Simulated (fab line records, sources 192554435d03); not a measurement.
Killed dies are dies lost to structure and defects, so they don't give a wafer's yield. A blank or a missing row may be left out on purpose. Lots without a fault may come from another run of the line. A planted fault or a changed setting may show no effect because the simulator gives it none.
One fault seen from 3 desks | flow n5_finfet | each desk has only its own numbers; what lay behind them comes last

THE TOOL OWNER'S DESK: rie_diel-05
The tool's own readings at N5_SDB_ETCH_18 (etches SOC in N2/H2, target depth 100 nm, overetch 20 nm, time 150 s): means of the sampled wafers that have a number, for each lot that ran on this tool. A lot is out of limits, marked OUT, if its mean lies more than 4 standard deviations from the usual mean; the brackets give that distance.
Columns: A = drypump_motor_current_A at N5_SDB_ETCH_18, usual 5.8 A; B = oes_product_au at N5_SDB_ETCH_18, usual 0.70 a.u.; C = rf_fwd_power_W at N5_SDB_ETCH_18, usual 837.3 W; D = rf_vpp_V at N5_SDB_ETCH_18, usual 525.9 V; E = showerhead_plenum_p_Torr at N5_SDB_ETCH_18, usual 2.61 Torr; F = throttle_valve_pct at N5_SDB_ETCH_18, usual 17.74 %
lot  | first seen here | A   | B    | C               | D                | E    | F
L394 | day 6 07:29     | 5.9 | 0.66 | 836.4           | 526.1            | 2.64 | 17.73
L404 | day 9 01:36     | 5.9 | 0.65 | 902.7 (+26) OUT | 514.3 (-6.4) OUT | 2.63 | 17.76
L407 | day 9 14:13     | 6.0 | 0.63 | 905.8 (+27) OUT | 514.4 (-6.4) OUT | 2.63 | 17.83
This desk's finding: out of limits on L404, L407; first on L404, day 9 01:36 (rf_fwd_power_W at N5_SDB_ETCH_18). In limits: L394.

THE DEFECT DESK
What the inspections along the route counted, lot by lot: means of the sampled wafers that have a number. A lot is out of limits, marked OUT, if its mean lies more than 4 standard deviations from the usual mean; the brackets give that distance.
Columns: A = raw_defect_count at N5_SDB_INSPECT_13, usual 70
lot  | first seen here | A
L388 | day 4 22:56     | 86
L394 | day 6 04:38     | 53
L397 | day 7 07:44     | 81
L404 | day 9 00:58     | 44
L406 | day 9 07:29     | 67
L407 | day 9 14:03     | 46
This desk's finding: nothing out of limits on any of the 6 lots.

THE METROLOGY DESK
What the gauges read, lot by lot, whatever tool the lot ran on: means of the sampled wafers that have a number. A lot is out of limits, marked OUT, if its mean lies more than 4 standard deviations from the usual mean; the brackets give that distance. Of its 12 readings 7 are shown: those that lie furthest out on some lot.
Columns: A = DIBL_N at N5_BEOL_M4_RC_MEAS_101, usual 36.1 mV/V; B = DIBL_P at N5_BEOL_M4_RC_MEAS_101, usual 35.9 mV/V; C = IOFF_N at N5_BEOL_M4_RC_MEAS_101, usual 0.154 nA/um; D = ION_P at N5_BEOL_M4_RC_MEAS_101, usual 463 uA/um; E = SS_N at N5_BEOL_M4_RC_MEAS_101, usual 71.6 mV/dec; F = VT_N at N5_BEOL_M4_RC_MEAS_101, usual 250.5 mV; G = VT_P at N5_BEOL_M4_RC_MEAS_101, usual -250 mV
lot  | first seen here | A    | B    | C     | D   | E    | F     | G
L388 | day 4 22:53     | 37.6 | 37.5 | 0.153 | 451 | 72.6 | 251.2 | -257
L394 | day 6 04:35     | 31.6 | 31.2 | 0.104 | 460 | 70.8 | 255.3 | -251
L397 | day 7 07:41     | 36.2 | 36.8 | 0.163 | 462 | 71.6 | 249.8 | -249
L404 | day 9 00:55     | 34.8 | 34.6 | 0.145 | 465 | 71.6 | 250.5 | -250
L406 | day 9 07:26     | 36.7 | 38.2 | 0.172 | 463 | 72.1 | 249.4 | -250
L407 | day 9 14:00     | 37.5 | 35.9 | 0.160 | 459 | 71.3 | 249.8 | -250
This desk's finding: nothing out of limits on any of the 6 lots.

PUT TOGETHER
The tool owner's desk could have raised an alarm at day 9 01:36, on L404, L407.
The defect desk saw nothing out of limits.
The metrology desk saw nothing out of limits.
The defect desk has L404, L407 on record, within its limits.
The metrology desk has L404, L407 on record, within its limits.
Of the lots named, all ran N5_SDB_ETCH_18 on rie_diel-05.

WHAT THE SIMULATOR HAD PUT IN
Process parameter drift: rie_diel-05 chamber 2, from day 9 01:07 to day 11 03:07, at N5_SDB_ETCH_18. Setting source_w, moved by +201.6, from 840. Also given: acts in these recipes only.
Lots struck among those shown: L404, L407.
Hours from the fault's start to each desk's first reading out of limits: the tool owner's desk, 0.
